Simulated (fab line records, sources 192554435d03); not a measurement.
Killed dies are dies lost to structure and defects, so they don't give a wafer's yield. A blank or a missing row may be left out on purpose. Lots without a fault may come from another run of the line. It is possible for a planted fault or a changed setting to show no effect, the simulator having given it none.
Split-lot experiment :: flow n5-finfet :: 21 wafers read from 7 lots, route of 1938 steps

## THE SPLIT
At N5_BEOL_M14_ILD_DEP_00 (deposits SiO2 from TEOS/O2, target thk 1119.3 nm, time 237.4 s), the setting time-s was moved away from the recipe's 237.4 s on 7 of the 21 wafers read, by -4.1% to +13.9%. All remaining wafers had this setting at the recipe value.

Between the split and the reading, the file records no step.

## THE READING
M14_ILD_THK at N5_BEOL_M14_THK_MEAS_01, in nm. Fault-free wafers of this fab line usually give 1120 nm, standard deviation 15 nm.

wafer: L078.4
tool, chamber at the split: pecvd-04, 0
time-s as run, s: 237.4
against the recipe: recipe
M14_ILD_THK, nm: 1110
against lot-mates on the recipe: -

wafer: L078.5
tool, chamber at the split: pecvd-04, 2
time-s as run, s: 264.4
against the recipe: +11.4%
M14_ILD_THK, nm: 1258
against lot-mates on the recipe: +140

wafer: L078.6
tool, chamber at the split: pecvd-04, 1
time-s as run, s: 237.4
against the recipe: recipe
M14_ILD_THK, nm: 1125
against lot-mates on the recipe: -

wafer: L082.3
tool, chamber at the split: pecvd-02, 1
time-s as run, s: 237.4
against the recipe: recipe
M14_ILD_THK, nm: 1121
against lot-mates on the recipe: -

wafer: L082.4
tool, chamber at the split: pecvd-02, 0
time-s as run, s: 253.2
against the recipe: +6.7%
M14_ILD_THK, nm: 1216
against lot-mates on the recipe: +84

wafer: L082.5
tool, chamber at the split: pecvd-02, 2
time-s as run, s: 237.4
against the recipe: recipe
M14_ILD_THK, nm: 1144
against lot-mates on the recipe: -

wafer: L085.2
tool, chamber at the split: pecvd-02, 1
time-s as run, s: 270.5
against the recipe: +13.9%
M14_ILD_THK, nm: 1259
against lot-mates on the recipe: +139

wafer: L085.3
tool, chamber at the split: pecvd-02, 0
time-s as run, s: 270.5
against the recipe: +13.9%
M14_ILD_THK, nm: 1256
against lot-mates on the recipe: +136

wafer: L085.5
tool, chamber at the split: pecvd-02, 2
time-s as run, s: 237.4
against the recipe: recipe
M14_ILD_THK, nm: 1120
against lot-mates on the recipe: -

wafer: L089.1
tool, chamber at the split: pecvd-02, 2
time-s as run, s: 227.7
against the recipe: -4.1%
M14_ILD_THK, nm: 1056
against lot-mates on the recipe: -59

wafer: L089.2
tool, chamber at the split: pecvd-02, 1
time-s as run, s: 237.4
against the recipe: recipe
M14_ILD_THK, nm: 1111
against lot-mates on the recipe: -

wafer: L089.5
tool, chamber at the split: pecvd-02, 0
time-s as run, s: 237.4
against the recipe: recipe
M14_ILD_THK, nm: 1119
against lot-mates on the recipe: -

wafer: L088.2
tool, chamber at the split: pecvd-04, 1
time-s as run, s: 237.4
against the recipe: recipe
M14_ILD_THK, nm: 1098
against lot-mates on the recipe: -

wafer: L088.3
tool, chamber at the split: pecvd-04, 0
time-s as run, s: 237.4
against the recipe: recipe
M14_ILD_THK, nm: 1106
against lot-mates on the recipe: -

wafer: L088.6
tool, chamber at the split: pecvd-04, 1
time-s as run, s: 237.4
against the recipe: recipe
M14_ILD_THK, nm: 1122
against lot-mates on the recipe: -

wafer: L091.1
tool, chamber at the split: pecvd-01, 0
time-s as run, s: 237.4
against the recipe: recipe
M14_ILD_THK, nm: 1117
against lot-mates on the recipe: -

wafer: L091.3
tool, chamber at the split: pecvd-01, 2
time-s as run, s: 237.4
against the recipe: recipe
M14_ILD_THK, nm: 1124
against lot-mates on the recipe: -

wafer: L091.5
tool, chamber at the split: pecvd-01, 0
time-s as run, s: 237.4
against the recipe: recipe
M14_ILD_THK, nm: 1134
against lot-mates on the recipe: -

wafer: L093.2
tool, chamber at the split: pecvd-04, 0
time-s as run, s: 263.3
against the recipe: +10.9%
M14_ILD_THK, nm: 1232
against lot-mates on the recipe: +99

wafer: L093.5
tool, chamber at the split: pecvd-04, 2
time-s as run, s: 263.3
against the recipe: +10.9%
M14_ILD_THK, nm: 1270
against lot-mates on the recipe: +137

wafer: L093.6
tool, chamber at the split: pecvd-04, 1
time-s as run, s: 237.4
against the recipe: recipe
M14_ILD_THK, nm: 1133
against lot-mates on the recipe: -

FIT RESULTS
A straight line over all 21 wafers: M14_ILD_THK changes by +11.2 nm for each +1% of time-s; r = +0.97; the points scatter about the line by 15 nm.
The same after taking each lot's own level away (the mean of its wafers on the recipe; 21 wafers): +10.8 nm for each +1%; r = +0.98; scatter 12 nm.
The reading moves by 1.5e+02 nm for the largest change in time-s, on that fit.
The lots' own levels span 1108.7 to 1133.0 nm, that is 1.6 times the standard deviation above.
Hence the lot-to-lot level has little effect on the slope; both slopes agree.
Check: for one of the wafers moved furthest among these (+13.9%), held out of the fit, the line's prediction against its lot-mates is +154 nm. It came out at +139 nm against them.

## THESE WAFERS: OTHER SPLITS
Note: prior to the reading, these wafers also went through further splits. Each is held against what the fit with the lots' levels taken away leaves over:
other split on the same wafers: N5_BEOL_M6_DESCUM_33 time-s
wafers away from the commonest value: 7
r with M14_ILD_THK (lot level and that fit taken away): +0.04

other split on the same wafers: N5_BEOL_M7_ETCH_61 source-w
wafers away from the commonest value: 5
r with M14_ILD_THK (lot level and that fit taken away): -0.33

other split on the same wafers: N5_BEOL_M8_ILD_DEP_00 time-s
wafers away from the commonest value: 3
r with M14_ILD_THK (lot level and that fit taken away): -0.36

other split on the same wafers: N5_BEOL_M9_COAT_05 spin-rpm
wafers away from the commonest value: 9
r with M14_ILD_THK (lot level and that fit taken away): +0.12

other split on the same wafers: N5_BEOL_M9_ETCH_62 time-s
wafers away from the commonest value: 9
r with M14_ILD_THK (lot level and that fit taken away): -0.15

other split on the same wafers: N5_BEOL_M10_PECVD_70 temp-c
wafers away from the commonest value: 7
r with M14_ILD_THK (lot level and that fit taken away): +0.19

other split on the same wafers: N5_BEOL_M13_COAT_66 spin-rpm
wafers away from the commonest value: 6
r with M14_ILD_THK (lot level and that fit taken away): +0.04

## THE WHOLE CHAIN: every reading that the file lists as answering this split, in the file's order
step: N5_BEOL_M14_ILD_DEP_00
what it does: deposits SiO2 from TEOS/O2, target thk 1119.3 nm, time 237.4 s
reading: SiO2_of_BEOL_M14_ILD_DEP_00.thk-nm (the simulator's own value, which no gauge read)
change (the file's fit): +11.1 nm for each +1% of the setting
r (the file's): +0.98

step: N5_BEOL_M14_THK_MEAS_01
what it does: 
reading: M14_ILD_THK
change (the file's fit): +11.1 for each +1% of the setting
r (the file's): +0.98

## THE FILE'S OWN FIT
M14_ILD_THK changes by +11.1 nm for each +1% of time-s, r = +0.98.
